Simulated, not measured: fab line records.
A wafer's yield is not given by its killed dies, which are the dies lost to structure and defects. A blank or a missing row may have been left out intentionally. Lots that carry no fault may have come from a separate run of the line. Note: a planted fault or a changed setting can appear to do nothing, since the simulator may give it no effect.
Matching of chambers + flow n5Finfet + pecvd-02 running N5_FIN_SAQP_HM_DEP_03: 3 sister chambers
The step deposits SiNx from SiH4/NH3/N2, target thk 38 nm, time 33.6 s. 6 wafers are shown with their chamber, then 9 later ones without.

== WAFERS, EACH WITH ITS CHAMBER ==
| wafer  | chamber | throttleValvePct (%) | showerheadPlenumPTorr (Torr) |
|--------|---------|----------------------|------------------------------|
| L085.5 | 1       | 40.8                 | 5.20                         |
| L086.3 | 2       | 39.0                 | 5.06                         |
| L086.5 | 1       | 40.6                 | 5.20                         |
| L088.2 | 0       | 37.5                 | 5.10                         |
| L088.5 | 0       | 37.4                 | 5.11                         |
| L088.6 | 2       | 38.8                 | 5.08                         |

== WAFERS WITH NO CHAMBER GIVEN ==
| wafer  | throttleValvePct (%) | showerheadPlenumPTorr (Torr) |
|--------|----------------------|------------------------------|
| L089.4 | 40.8                 | 5.18                         |
| L089.5 | 39.0                 | 5.07                         |
| L089.6 | 37.1                 | 5.10                         |
| L090.1 | 40.5                 | 5.20                         |
| L090.3 | 37.5                 | 5.11                         |
| L090.5 | 40.5                 | 5.18                         |
| L097.1 | 40.4                 | 5.19                         |
| L097.5 | 40.4                 | 5.17                         |
| L097.6 | 39.2                 | 5.07                         |

== WHICH CHAMBER EACH ONE RAN IN ==
| wafer  | from the rows above | in truth |
|--------|---------------------|----------|
| L089.4 | 1                   | 1        |
| L089.5 | 2                   | 2        |
| L089.6 | 0                   | 0        |
| L090.1 | 1                   | 1        |
| L090.3 | 0                   | 0        |
| L090.5 | 1                   | 1        |
| L097.1 | 1                   | 1        |
| L097.5 | 1                   | 1        |
| L097.6 | 2                   | 2        |
Correct placement for 9 of the 9. Number that these rows cannot place: 0. Number placed wrongly: 0.
How it was worked out, from the rows above alone: a wafer's distance from a chamber is the root of the sum, over the readings, of the square of ((its reading less the chamber's mean) divided by the reading's scatter). If the next closest chamber is less than 2 further off than the closest, the wafer can't be placed; otherwise it belongs to the closest. A chamber's mean is the mean of its shown wafers. The scatter: take each reading less its chamber's mean, square it, sum over the shown wafers, divide by the number of wafers less the number of chambers, and take the root.
